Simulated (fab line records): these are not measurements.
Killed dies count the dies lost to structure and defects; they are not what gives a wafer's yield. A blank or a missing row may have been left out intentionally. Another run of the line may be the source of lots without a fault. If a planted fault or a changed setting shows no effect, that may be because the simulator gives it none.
Matching of chambers ; flow nand-harc ; NHARC_A_CHANNEL_FILL_D2_ETCHBACK_08 on rie-diel-10 has 4 sister chambers
The step etches the open film in C4F8, target depth 220 nm, time 110 s. 8 wafers are shown with their chamber, then 9 later ones without.

== WAFERS PAIRED WITH THEIR CHAMBERS ==
wafer;chamber;rf-vpp-V (V);oes-product-au (a.u.)
L333.6;0;440.1;0.99
L339.2;2;437.3;0.92
L341.1;3;442.6;0.93
L341.3;2;439.6;0.90
L341.4;1;445.9;0.93
L342.3;0;438.3;1.00
L342.4;1;443.9;1.00
L342.5;3;441.1;0.99

== WAFERS WITHOUT THEIR CHAMBER ==
wafer;rf-vpp-V (V);oes-product-au (a.u.)
L344.3;444.6;0.93
L344.5;438.1;0.90
L344.6;443.5;0.92
L345.1;437.5;0.91
L345.5;443.8;0.92
L345.6;438.8;0.92
L349.1;436.7;0.91
L349.3;442.2;0.92
L349.6;443.9;0.93

== EACH ONE'S CHAMBER ==
wafer;from the rows above;in truth
L344.3;can't be placed: 1 or 3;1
L344.5;2;2
L344.6;can't be placed: 1 or 3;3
L345.1;2;2
L345.5;can't be placed: 1 or 3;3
L345.6;can't be placed: 2 or 0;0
L349.1;can't be placed: 2 or 0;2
L349.3;can't be placed: 3 or 1 or 2 or 0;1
L349.6;can't be placed: 1 or 3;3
2 of 9 placed correctly. Not placeable from these rows: 7 (in 7, the candidates include the true chamber). Placed wrongly: 0.
How it was worked out, from the rows above alone: a wafer's distance from a chamber is the root of the sum, over the readings, of the square of ((its reading less the chamber's mean) divided by the reading's scatter). The wafer belongs to the nearest chamber; if the next one is less than 2 further off, it can't be placed. A chamber's mean is the mean of its shown wafers. The scatter: the root of (the sum of the squares of (reading less its chamber's mean) over the shown wafers, divided by (wafers less chambers)).
